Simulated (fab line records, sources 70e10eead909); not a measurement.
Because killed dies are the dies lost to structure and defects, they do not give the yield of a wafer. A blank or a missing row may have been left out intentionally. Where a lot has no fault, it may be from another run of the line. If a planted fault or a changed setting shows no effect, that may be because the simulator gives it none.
Matching of chambers || flow nand-harc || NHARC_A_STAIRCASE_DEP_151 on pecvd-01: 3 sister chambers
The step deposits SiO2, target thk 3800 nm. 6 wafers are shown with their chamber, then 7 later ones without.

EACH WAFER AND ITS CHAMBER
{"wafer": "L078.6", "chamber": 0, "heater-power-w (W)": 562}
{"wafer": "L080.4", "chamber": 0, "heater-power-w (W)": 557}
{"wafer": "L084.4", "chamber": 1, "heater-power-w (W)": 702}
{"wafer": "L084.5", "chamber": 2, "heater-power-w (W)": 612}
{"wafer": "L089.1", "chamber": 2, "heater-power-w (W)": 661}
{"wafer": "L089.3", "chamber": 1, "heater-power-w (W)": 806}

WAFERS WITHOUT THEIR CHAMBER
{"wafer": "L089.4", "heater-power-w (W)": 570}
{"wafer": "L093.1", "heater-power-w (W)": 789}
{"wafer": "L093.2", "heater-power-w (W)": 625}
{"wafer": "L093.3", "heater-power-w (W)": 673}
{"wafer": "L095.3", "heater-power-w (W)": 807}
{"wafer": "L095.4", "heater-power-w (W)": 583}
{"wafer": "L095.6", "heater-power-w (W)": 618}

EACH ONE'S CHAMBER
{"wafer": "L089.4", "from the rows above": "can't be placed: 0 or 2", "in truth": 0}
{"wafer": "L093.1", "from the rows above": 1, "in truth": 1}
{"wafer": "L093.2", "from the rows above": "can't be placed: 2 or 0", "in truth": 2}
{"wafer": "L093.3", "from the rows above": "can't be placed: 2 or 1 or 0", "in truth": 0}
{"wafer": "L095.3", "from the rows above": 1, "in truth": 1}
{"wafer": "L095.4", "from the rows above": "can't be placed: 0 or 2", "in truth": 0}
{"wafer": "L095.6", "from the rows above": "can't be placed: 2 or 0", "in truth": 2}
Placed correctly: 2 of 7. Can't be placed from these rows: 5 (the true chamber is among the candidates in 5). Placed wrongly: 0.
How it was worked out, from the rows above alone: a wafer's distance from a chamber is the root of the sum, over the readings, of the square of ((its reading less the chamber's mean) divided by the reading's scatter). The wafer belongs to the nearest chamber; if the next one is less than 2 further off, it can't be placed. A chamber's mean is the mean of its shown wafers. The scatter is the square root of a quotient: the sum, over the shown wafers, of each reading's squared deviation from its chamber's mean, divided by wafers minus chambers.
